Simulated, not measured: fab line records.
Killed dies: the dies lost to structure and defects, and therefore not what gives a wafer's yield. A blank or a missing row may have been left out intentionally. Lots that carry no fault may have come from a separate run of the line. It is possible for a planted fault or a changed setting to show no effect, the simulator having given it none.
Chamber matching    flow n5 finfet    N5_FIN_CUT_ETCH_30 on rie diel-06: 4 sister chambers
The step etches underlayer in N2/H2, target depth 13 nm, time 10.4 s. 16 wafers are shown with their chamber, then 8 later ones without.

## WAFERS WITH THEIR CHAMBER
wafer   chamber  showerhead plenum p Torr (Torr)  throttle valve pct (%)  rf vpp V (V)
L075.3  2        2.49                             18.24                   521.9
L075.4  0        2.67                             18.06                   528.3
L075.5  1        2.58                             17.11                   526.9
L077.3  3        2.46                             18.00                   520.2
L077.4  2        2.49                             18.26                   523.2
L077.5  3        2.46                             18.00                   521.6
L078.1  1        2.58                             17.12                   523.9
L078.2  3        2.46                             18.01                   520.9
L078.4  0        2.67                             18.09                   525.6
L081.2  3        2.46                             18.03                   520.9
L081.3  1        2.57                             17.12                   525.6
L081.6  3        2.46                             18.02                   522.9
L082.1  0        2.66                             18.10                   527.9
L082.4  3        2.46                             18.00                   520.6
L082.5  1        2.57                             17.14                   525.8
L087.1  2        2.49                             17.77                   521.6

SIGNATURES (averages over the wafers above)
reading                   chamber 0  chamber 1  chamber 2  chamber 3  scatter within a chamber
showerhead plenum p Torr  2.6667     2.5750     2.4900     2.4600     0.00373
throttle valve pct        18.0833    17.1225    18.0900    18.0100    0.114
rf vpp V                  527.267    525.550    522.233    521.183    1.11
Rule: for each reading, subtract the chamber's mean from the wafer's reading, divide by that reading's scatter and square the result; add these up over the readings and take the root, which gives the wafer's distance from the chamber. The wafer belongs to the nearest chamber; if the next one is less than 2 further off, it can't be placed. The scatter: take each reading less its chamber's mean, square it, sum over the shown wafers, divide by the number of wafers less the number of chambers, and take the root.

## WAFERS WHOSE CHAMBER IS MISSING
wafer   showerhead plenum p Torr (Torr)  throttle valve pct (%)  rf vpp V (V)
L087.5  2.49                             17.78                   522.9
L087.6  2.45                             18.03                   520.2
L094.3  2.48                             17.81                   521.8
L094.4  2.56                             17.17                   523.8
L094.6  2.45                             18.08                   520.8
L096.1  2.56                             17.17                   524.5
L096.2  2.65                             18.14                   526.7
L096.4  2.48                             17.81                   523.4

## CHAMBER TAKEN BY EACH
wafer   from the rows above  in truth
L087.5  2                    2
L087.6  3                    3
L094.3  2                    2
L094.4  1                    1
L094.6  3                    3
L096.1  1                    1
L096.2  0                    0
L096.4  2                    2
Placed correctly: 8 of 8. Left unplaced by these rows: 0. Wrongly placed: 0.
